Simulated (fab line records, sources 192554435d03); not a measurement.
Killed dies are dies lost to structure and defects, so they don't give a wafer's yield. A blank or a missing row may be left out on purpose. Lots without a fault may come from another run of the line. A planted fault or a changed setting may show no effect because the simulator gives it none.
fab line records | flow n5_finfet | part 2 of 2: steps 22 to 22 of 22
record lots=7 wafers=21 last_day=18
route steps=1938 shown BEOL_M3@1001 BEOL_M4@1111 PASSIVATION@1936
lots that met no fault: from a run of the same line without faults
start_h: hours from the record's first day to the start of the lot's first wafer shown | wait_h: hours since the lot's step before | " the same as in the row above | L1.1+2: a row that stands for several wafers | - no value, or no start given | * or withheld: withheld | < > ~ a bound
route shown NAME@n: a module of which the file shows steps, and the number in the route of the first | usual: mean/standard deviation of fault-free wafers | same: alike in all rows | chamber/n: place in a boat | sites: the reading at each site | _std_site: their standard deviation | _edge_site: outer sites' mean less inner sites' | radius_mm: how far each site lies from the wafer's centre | mask NAME#n: copy n | behind: the tool/chamber that last shaped the wafer | hold: why the lot was held/for how many hours/how that ended | device: the transistor (n, p or np) that didn't switch | end of line: the same wafers' tests at the end of the route | a step without rows: its recipe alone | killed: dies lost to structure and defects at the first sort, not the wafer's yield | map: a wafer's dies, x killed, . not, _ none there
set.NAME: the setting as run; set.NAME@STEP: as run at that earlier step | model.NAME: the simulator's own value behind a step, which no gauge read
lots at some steps of the route; a table a step, a row a wafer
services: from which hour (start_h, from the record's first day; less than 0 if before it) a tool's chamber was out of use, for how many hours, and why
## steps
# step N5_PASSIVATION_PROBE_49
# usual defect_limited_yield=91.2/1.4 killed_at_M0_to_M3=35/11 killed_at_M4_up=14/5.6 killed_at_contacts=12/5.6 killed_at_front_end=38/11 killed_at_other=4/3.4 killed_dies=103/17 killed_on_rim=13/3.5 killed_open=68/12 killed_short=33/8.8 sort_bin_5_function=5.1/0.89 sort_bin_6_memory=3.3/0.71 sort_n_pass=1077/17 sort_yield_pct=91.2/1.4
# same gross_dies=1180 killed_at_back_side=0 sort_bin_4_leakage[%]=0 sort_bin_8_speed[%]=0
# columns lot.wafer tool chamber start_h wait_h defect_limited_yield[%] killed_at_M0_to_M3 killed_at_M4_up killed_at_contacts killed_at_front_end killed_at_other killed_dies killed_on_rim killed_open killed_short sort_bin_5_function[%] sort_bin_6_memory[%] sort_n_pass sort_yield_pct[%]
L679.1 prober-01 - 303.49 0.0 89.0 52 10 14 50 4 130 18 91 38 6.1 4.6 1050 89.0
L679.3 prober-01 - 303.59 0.1 91.4 38 14 12 31 6 101 7 63 36 5.8 2.5 1079 91.4
L679.6 prober-01 - 303.74 0.3 91.4 33 22 14 28 5 102 14 74 28 5.0 3.4 1078 91.4
L684.1 prober-02 - 330.01 0.0 92.9 32 11 15 23 3 84 7 63 20 3.8 3.2 1096 92.9
L684.2 prober-02 - 330.06 0.1 92.8 18 12 12 43 0 85 7 59 25 3.6 3.1 1095 92.8
L684.3 prober-02 - 330.11 0.1 92.7 35 14 4 33 0 86 15 62 24 3.7 3.1 1094 92.7
L683.1 prober-02 - 334.67 0.0 0 1110 19 16 35 0 1180 152 70 31 4.9 3.5 0 0
L683.2 prober-02 - 334.72 0.1 0 1123 11 8 33 5 1180 152 57 29 4.4 2.9 0 0
L683.4 prober-02 - 334.82 0.2 0 1106 16 12 40 6 1180 152 61 30 4.8 3.0 0 0
L687.1 prober-01 - 335.17 0.0 0 1109 24 14 25 8 1180 152 76 41 5.8 3.9 0 0
L687.4 prober-01 - 335.32 0.2 0 1121 12 9 34 4 1180 152 70 20 4.9 2.7 0 0
L687.6 prober-01 - 335.42 0.3 0 1115 5 11 45 4 1180 152 73 36 4.9 4.2 0 0
L685.1 prober-02 - 347.01 0.0 0 1121 15 10 29 5 1180 152 62 37 5.3 3.1 0 0
L685.2 prober-02 - 347.06 0.1 0 1120 9 3 39 9 1180 152 58 33 3.8 3.6 0 0
L685.3 prober-02 - 347.11 0.1 0 1097 10 14 51 8 1180 152 60 46 4.9 3.6 0 0
L695.1 prober-01 - 395.72 0.0 91.7 40 22 12 24 0 98 14 69 27 5.3 2.7 1082 91.7
L695.4 prober-01 - 395.87 0.2 91.9 36 25 9 22 4 96 12 67 27 5.2 2.5 1084 91.9
L695.6 prober-01 - 395.97 0.3 92.1 30 14 14 35 0 93 10 62 31 5.4 2.2 1087 92.1
L698.3 prober-02 - 438.65 0.1 91.1 33 16 6 48 2 105 14 87 18 5.3 3.5 1075 91.1
L698.4 prober-02 - 438.70 0.2 91.9 38 16 5 36 0 95 14 59 35 3.6 4.2 1085 91.9
L698.6 prober-02 - 438.80 0.3 91.4 36 14 4 47 1 102 10 74 27 5.1 3.4 1078 91.4
# killed by level:class
L679.1 BEOL_M0_SAQP:geometric_particle:open=20 BEOL_M0_SAQP:geometric_particle:short=14 STI_FIN_REVEAL:geometric_particle:open=13 MOL_CONTACT_COAG:geometric_particle:open=10 FIN_SAQP:geometric_particle:open=7 STARTING-WAFER:geometric_particle:open=7 BEOL_M3:geometric_particle:open=6 BEOL_M4:geometric_particle:open=6
L679.3 BEOL_M0_SAQP:geometric_particle:short=10 BEOL_M0_SAQP:geometric_particle:open=9 MOL_CONTACT_COAG:geometric_particle:open=8 BEOL_M3:geometric_particle:open=7 DUMMY_GATE:geometric_particle:open=5 BEOL_M2:geometric_particle:open=5 BEOL_M5:geometric_particle:open=5 STI_FIN_REVEAL:geometric_particle:open=4
L679.6 MOL_CONTACT_COAG:geometric_particle:open=12 BEOL_M4:geometric_particle:open=12 BEOL_M0_SAQP:geometric_particle:short=11 FIN_SAQP:geometric_particle:open=7 BEOL_M0_SAQP:geometric_particle:open=7 BEOL_M3:geometric_particle:open=7 FIN_SAQP:geometric_particle:short=5 BEOL_M2:geometric_particle:open=4
L684.1 MOL_CONTACT_COAG:geometric_particle:open=13 BEOL_M3:geometric_particle:open=9 FIN_SAQP:geometric_particle:open=7 BEOL_M0_SAQP:geometric_particle:open=7 BEOL_M2:geometric_particle:open=6 BEOL_M1:geometric_particle:open=4 FIN_SAQP:geometric_particle:short=3 BEOL_M4:geometric_particle:open=3
L684.2 FIN_SAQP:geometric_particle:open=11 MOL_CONTACT_COAG:geometric_particle:open=11 GATE_CUT:geometric_particle:short=6 BEOL_M2:geometric_particle:open=5 BEOL_M5:geometric_particle:open=5 FIN_SAQP:geometric_particle:short=4 DUMMY_GATE:geometric_particle:open=4 GATE_CUT:geometric_particle:open=4
L684.3 FIN_SAQP:geometric_particle:open=11 BEOL_M3:geometric_particle:open=11 BEOL_M4:geometric_particle:open=8 BEOL_M0_SAQP:geometric_particle:open=7 BEOL_M2:geometric_particle:open=6 GATE_CUT:geometric_particle:short=5 BEOL_M1:geometric_particle:open=5 FIN_SAQP:geometric_particle:short=4
L683.1 BEOL_M3:area_cmp=1077 MOL_CONTACT_COAG:geometric_particle:open=13 BEOL_M2:geometric_particle:open=13 STI_FIN_REVEAL:geometric_particle:open=8 FIN_SAQP:geometric_particle:open=6 BEOL_M1:geometric_particle:open=6 BEOL_M4:geometric_particle:open=6 BEOL_M0_SAQP:geometric_particle:short=5
L683.2 BEOL_M3:area_cmp=1090 BEOL_M1:geometric_particle:open=12 MOL_CONTACT_COAG:geometric_particle:open=7 STI_FIN_REVEAL:geometric_particle:open=6 DUMMY_GATE:geometric_particle:open=5 GATE_CUT:geometric_particle:open=5 BEOL_M3:geometric_particle:open=5 BEOL_M0_SAQP:geometric_particle:short=4
L683.4 BEOL_M3:area_cmp=1087 STI_FIN_REVEAL:geometric_particle:open=12 FIN_SAQP:geometric_particle:open=9 BEOL_M4:geometric_particle:open=9 MOL_CONTACT_COAG:geometric_particle:open=7 MOL_CONTACT_COAG:geometric_particle:short=5 BEOL_M3:geometric_particle:open=4 FIN_SAQP:geometric_particle:short=3
L687.1 BEOL_M3:area_cmp=1062 MOL_CONTACT_COAG:geometric_particle:open=12 BEOL_M2:geometric_particle:open=12 BEOL_M4:geometric_particle:short=11 BEOL_M1:geometric_particle:open=10 BEOL_M3:geometric_particle:open=8 BEOL_M0_SAQP:geometric_particle:open=7 BEOL_M0_SAQP:geometric_particle:short=6
L687.4 BEOL_M3:area_cmp=1088 FIN_SAQP:geometric_particle:open=14 BEOL_M1:geometric_particle:open=9 BEOL_M3:geometric_particle:open=9 MOL_CONTACT_COAG:geometric_particle:open=8 STI_FIN_REVEAL:geometric_particle:open=5 BEOL_M3:geometric_particle:short=4 BEOL_M2:geometric_particle:open=4
L687.6 BEOL_M3:area_cmp=1071 BEOL_M3:geometric_particle:open=12 FIN_SAQP:geometric_particle:open=9 BEOL_M0_SAQP:geometric_particle:open=9 BEOL_M1:geometric_particle:open=9 MOL_CONTACT_COAG:geometric_particle:open=8 STI_FIN_REVEAL:geometric_particle:open=6 ILD0:geometric_particle:open=6
L685.1 BEOL_M3:area_cmp=1081 BEOL_M1:geometric_particle:open=12 FIN_SAQP:geometric_particle:short=11 MOL_CONTACT_COAG:geometric_particle:open=9 BEOL_M0_SAQP:geometric_particle:open=7 FIN_SAQP:geometric_particle:open=6 BEOL_M0_SAQP:geometric_particle:short=6 BEOL_M4:geometric_particle:open=6
L685.2 BEOL_M3:area_cmp=1089 FIN_SAQP:geometric_particle:short=9 STI_FIN_REVEAL:geometric_particle:open=8 BEOL_M3:geometric_particle:open=8 FIN_SAQP:geometric_particle:open=7 BEOL_M3:geometric_particle:short=6 BEOL_M0_SAQP:geometric_particle:open=4 DUMMY_GATE:geometric_particle:open=4
L685.3 BEOL_M3:area_cmp=1074 FIN_SAQP:geometric_particle:short=16 FIN_SAQP:geometric_particle:open=13 MOL_CONTACT_COAG:geometric_particle:open=11 BEOL_M3:geometric_particle:open=6 STI_FIN_REVEAL:geometric_particle:open=6 BEOL_M1:geometric_particle:open=5 BEOL_M3:geometric_particle:short=5
L695.1 BEOL_M4:geometric_particle:open=11 BEOL_M1:geometric_particle:open=9 BEOL_M3:geometric_particle:open=9 MOL_CONTACT_COAG:geometric_particle:open=8 STI_FIN_REVEAL:geometric_particle:open=7 BEOL_M0_SAQP:geometric_particle:open=7 BEOL_M0_SAQP:geometric_particle:short=5 FIN_SAQP:geometric_particle:open=4
L695.4 BEOL_M4:geometric_particle:open=18 BEOL_M0_SAQP:geometric_particle:open=11 BEOL_M0_SAQP:geometric_particle:short=9 MOL_CONTACT_COAG:geometric_particle:open=7 GATE_CUT:geometric_particle:short=5 STI_FIN_REVEAL:geometric_particle:open=4 BEOL_M0:geometric_particle:open=4 BEOL_M2:geometric_particle:open=4
L695.6 MOL_CONTACT_COAG:geometric_particle:open=12 BEOL_M3:geometric_particle:open=10 BEOL_M4:geometric_particle:open=9 STI_FIN_REVEAL:geometric_particle:open=7 BEOL_M0_SAQP:geometric_particle:short=7 FIN_SAQP:geometric_particle:open=5 DUMMY_GATE:geometric_particle:open=5 BEOL_M2:geometric_particle:short=5
L698.3 STI_FIN_REVEAL:geometric_particle:open=19 BEOL_M2:geometric_particle:open=13 FIN_SAQP:geometric_particle:open=7 BEOL_M3:geometric_particle:open=7 BEOL_M5:geometric_particle:open=7 DUMMY_GATE:geometric_particle:open=5 MOL_CONTACT_COAG:geometric_particle:open=5 BEOL_M4:geometric_particle:open=5
L698.4 BEOL_M0_SAQP:geometric_particle:open=11 FIN_SAQP:geometric_particle:short=8 BEOL_M0_SAQP:geometric_particle:short=8 BEOL_M2:geometric_particle:open=8 STI_FIN_REVEAL:geometric_particle:open=7 FIN_SAQP:geometric_particle:open=6 DUMMY_GATE:geometric_particle:open=5 BEOL_M3:geometric_particle:open=4
L698.6 STI_FIN_REVEAL:geometric_particle:open=14 BEOL_M2:geometric_particle:open=12 BEOL_M0_SAQP:geometric_particle:open=10 BEOL_M5:geometric_particle:open=8 BEOL_M0_SAQP:geometric_particle:short=7 FIN_SAQP:geometric_particle:open=5 DUMMY_GATE:geometric_particle:open=5 BEOL_M4:geometric_particle:open=5
# map L683.1 (x killed, . not)
_________________xxxxxxxxxxxx________________
______________xxxxxxxxxxxxxxxxxx_____________
___________xxxxxxxxxxxxxxxxxxxxxxxx__________
__________xxxxxxxxxxxxxxxxxxxxxxxxxx_________
________xxxxxxxxxxxxxxxxxxxxxxxxxxxxxx_______
_______xxxxxxxxxxxxxxxxxxxxxxxxxxxxxxxx______
______xxxxxxxxxxxxxxxxxxxxxxxxxxxxxxxxxx_____
_____xxxxxxxxxxxxxxxxxxxxxxxxxxxxxxxxxxxx____
____xxxxxxxxxxxxxxxxxxxxxxxxxxxxxxxxxxxxxx___
___xxxxxxxxxxxxxxxxxxxxxxxxxxxxxxxxxxxxxxxx__
___xxxxxxxxxxxxxxxxxxxxxxxxxxxxxxxxxxxxxxxx__
__xxxxxxxxxxxxxxxxxxxxxxxxxxxxxxxxxxxxxxxxxx_
__xxxxxxxxxxxxxxxxxxxxxxxxxxxxxxxxxxxxxxxxxx_
_xxxxxxxxxxxxxxxxxxxxxxxxxxxxxxxxxxxxxxxxxxxx
_xxxxxxxxxxxxxxxxxxxxxxxxxxxxxxxxxxxxxxxxxxxx
_xxxxxxxxxxxxxxxxxxxxxxxxxxxxxxxxxxxxxxxxxxxx
_xxxxxxxxxxxxxxxxxxxxxxxxxxxxxxxxxxxxxxxxxxxx
_xxxxxxxxxxxxxxxxxxxxxxxxxxxxxxxxxxxxxxxxxxxx
_xxxxxxxxxxxxxxxxxxxxxxxxxxxxxxxxxxxxxxxxxxxx
_xxxxxxxxxxxxxxxxxxxxxxxxxxxxxxxxxxxxxxxxxxxx
_xxxxxxxxxxxxxxxxxxxxxxxxxxxxxxxxxxxxxxxxxxxx
__xxxxxxxxxxxxxxxxxxxxxxxxxxxxxxxxxxxxxxxxxx_
__xxxxxxxxxxxxxxxxxxxxxxxxxxxxxxxxxxxxxxxxxx_
___xxxxxxxxxxxxxxxxxxxxxxxxxxxxxxxxxxxxxxxx__
___xxxxxxxxxxxxxxxxxxxxxxxxxxxxxxxxxxxxxxxx__
____xxxxxxxxxxxxxxxxxxxxxxxxxxxxxxxxxxxxxx___
_____xxxxxxxxxxxxxxxxxxxxxxxxxxxxxxxxxxxx____
______xxxxxxxxxxxxxxxxxxxxxxxxxxxxxxxxxx_____
_______xxxxxxxxxxxxxxxxxxxxxxxxxxxxxxxx______
________xxxxxxxxxxxxxxxxxxxxxxxxxxxxxx_______
__________xxxxxxxxxxxxxxxxxxxxxxxxxx_________
___________xxxxxxxxxxxxxxxxxxxxxxxx__________
______________xxxxxxxxxxxxxxxxxx_____________
_________________xxxxxxxxxxxx________________
# map L685.1 (x killed, . not)
_________________xxxxxxxxxxxx________________
______________xxxxxxxxxxxxxxxxxx_____________
___________xxxxxxxxxxxxxxxxxxxxxxxx__________
__________xxxxxxxxxxxxxxxxxxxxxxxxxx_________
________xxxxxxxxxxxxxxxxxxxxxxxxxxxxxx_______
_______xxxxxxxxxxxxxxxxxxxxxxxxxxxxxxxx______
______xxxxxxxxxxxxxxxxxxxxxxxxxxxxxxxxxx_____
_____xxxxxxxxxxxxxxxxxxxxxxxxxxxxxxxxxxxx____
____xxxxxxxxxxxxxxxxxxxxxxxxxxxxxxxxxxxxxx___
___xxxxxxxxxxxxxxxxxxxxxxxxxxxxxxxxxxxxxxxx__
___xxxxxxxxxxxxxxxxxxxxxxxxxxxxxxxxxxxxxxxx__
__xxxxxxxxxxxxxxxxxxxxxxxxxxxxxxxxxxxxxxxxxx_
__xxxxxxxxxxxxxxxxxxxxxxxxxxxxxxxxxxxxxxxxxx_
_xxxxxxxxxxxxxxxxxxxxxxxxxxxxxxxxxxxxxxxxxxxx
_xxxxxxxxxxxxxxxxxxxxxxxxxxxxxxxxxxxxxxxxxxxx
_xxxxxxxxxxxxxxxxxxxxxxxxxxxxxxxxxxxxxxxxxxxx
_xxxxxxxxxxxxxxxxxxxxxxxxxxxxxxxxxxxxxxxxxxxx
_xxxxxxxxxxxxxxxxxxxxxxxxxxxxxxxxxxxxxxxxxxxx
_xxxxxxxxxxxxxxxxxxxxxxxxxxxxxxxxxxxxxxxxxxxx
_xxxxxxxxxxxxxxxxxxxxxxxxxxxxxxxxxxxxxxxxxxxx
_xxxxxxxxxxxxxxxxxxxxxxxxxxxxxxxxxxxxxxxxxxxx
__xxxxxxxxxxxxxxxxxxxxxxxxxxxxxxxxxxxxxxxxxx_
__xxxxxxxxxxxxxxxxxxxxxxxxxxxxxxxxxxxxxxxxxx_
___xxxxxxxxxxxxxxxxxxxxxxxxxxxxxxxxxxxxxxxx__
___xxxxxxxxxxxxxxxxxxxxxxxxxxxxxxxxxxxxxxxx__
____xxxxxxxxxxxxxxxxxxxxxxxxxxxxxxxxxxxxxx___
_____xxxxxxxxxxxxxxxxxxxxxxxxxxxxxxxxxxxx____
______xxxxxxxxxxxxxxxxxxxxxxxxxxxxxxxxxx_____
_______xxxxxxxxxxxxxxxxxxxxxxxxxxxxxxxx______
________xxxxxxxxxxxxxxxxxxxxxxxxxxxxxx_______
__________xxxxxxxxxxxxxxxxxxxxxxxxxx_________
___________xxxxxxxxxxxxxxxxxxxxxxxx__________
______________xxxxxxxxxxxxxxxxxx_____________
_________________xxxxxxxxxxxx________________
## services
# columns tool chamber start_h hours kind
pvd_sputter-02 - 162.27 23.5 repair
cmp-01 - 178.17 4.0 pm
cmp-01 - 182.17 - consumable_replace:conditioner
cmp-01 - 182.17 - consumable_replace:pad
cmp-01 - 183.39 0.2 repair
cvd_co-01 2 185.87 17.5 repair
cmp-04 - 227.87 4.1 pm
cmp-01 - 240.40 0.8 repair
cmp-04 - 249.13 2.6 repair
cmp-01 - 262.66 2.6 repair
cvd_co-02 - 265.01 0.8 repair
cmp-01 - 269.90 1.7 repair
cvd_co-01 0 277.40 5.5 repair
cmp-04 - 300.89 0.4 repair
## key
first_sign step=N5_BEOL_M3_CMP_52 reading=tool_record direction=missing
effect step=N5_BEOL_M3_THK_MEAS_53 reading=M3_THK direction=up sigmas=99+ usual=39.8 struck=301.3
effect step=N5_BEOL_M3_RS_MEAS_58 reading=M3_RS direction=down sigmas=17 usual=0.67 struck=0.06
effect step=N5_BEOL_M3_INSPECT_59 reading=raw_defect_count direction=up sigmas=99+ usual=76 struck=5155
effect step=N5_PASSIVATION_PROBE_49 reading=killed_at_M0_to_M3 direction=up sigmas=99+ usual=35 struck=1114
model_effect step=N5_BEOL_M3_CMP_52 value=Cu_of_BEOL_M3_ECD_50.thk_nm without=40.02 struck=302.6
more_kills_born_at N5_BEOL_M3_CMP_52@cmp-02=3254 N5_BEOL_M3_CMP_52@cmp-01=3244 N5_BEOL_M3_CMP_52@cmp-04=3221
met_at N5_BEOL_M3_CMP_52
struck_wafers L683.1,L683.2,L683.4,L685.1,L685.2,L685.3,L687.1,L687.4,L687.6
later_rows_left_out L683.1,L683.2,L683.4,L685.1,L685.2,L685.3,L687.1,L687.4,L687.6
onset_between 203.72 211.82
fault kind=skipped_step_whole tool=cmp-01,cmp-02,cmp-04 chamber=- onset_h=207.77 steps=N5_BEOL_M3_CMP_52 scope=struck_lots_only
# later_rows_left_out: the simulator's readings of these wafers behind a module that went badly wrong aren't trusted and aren't shown, but for the sort
